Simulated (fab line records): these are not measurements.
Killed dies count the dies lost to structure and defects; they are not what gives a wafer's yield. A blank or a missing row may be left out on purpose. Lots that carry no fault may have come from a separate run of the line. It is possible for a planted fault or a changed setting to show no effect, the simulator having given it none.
What tool caused it?	flow n5 finfet	route of 1938 steps, sampled at 1 step: 12 lots, 36 wafers

== WHAT EACH GAUGE READ, for each wafer ==
N5_ILD0_THK_MEAS_08.
lot	measured	on	thk nm (nm)
L075	day 3 20:11	film metro-02	139.2 138.9 137.5
L077	day 4 07:23	film metro-01	136.0 138.2 136.7
L079	day 4 19:44	film metro-01	139.2 140.2 138.7
L081	day 5 12:23	film metro-02	139.2 138.3 138.1
L083	day 6 01:10	film metro-01	140.4 139.0 137.6
L085	day 6 11:16	film metro-02	137.7 138.2 139.9
L087	day 6 22:19	film metro-02	140.1 139.9 138.9
L089	day 7 09:48	film metro-02	137.8 139.7 137.8
L091	day 7 21:55	film metro-02	140.1 137.9 138.4
L093	day 8 08:11	film metro-01	138.1 136.9 136.5
L095	day 8 19:31	film metro-02	138.6 137.2 138.2
L097	day 9 07:40	film metro-01	138.2 137.1 136.9

== TOOL THAT RAN EACH LOT (tool first, then ch and the chambers of the sampled wafers, then the start) ==
There is no process step in the record ahead of these readings.

== THE ANSWER, worked out from the rows above alone ==
Rule: the lots themselves supply what counts as usual. The widest of any qualifying gaps counts: lots, ordered by their means at a reading, are off when they make up no more than a third of the lots, leave a main group of 4 or more, and stand apart from it by 3 or more times the standard deviation of that group's means. If all means in a main group match to the digits the tables above print for the reading, that group is not used. Also off: a lot with no number at a reading for which 4 or more lots have one. Where the step has rows for the other lots, those lots are counted as sound.
No lot is off at any reading shown: from this, nothing can be told.

== WHAT THE SIMULATOR PUT IN ==
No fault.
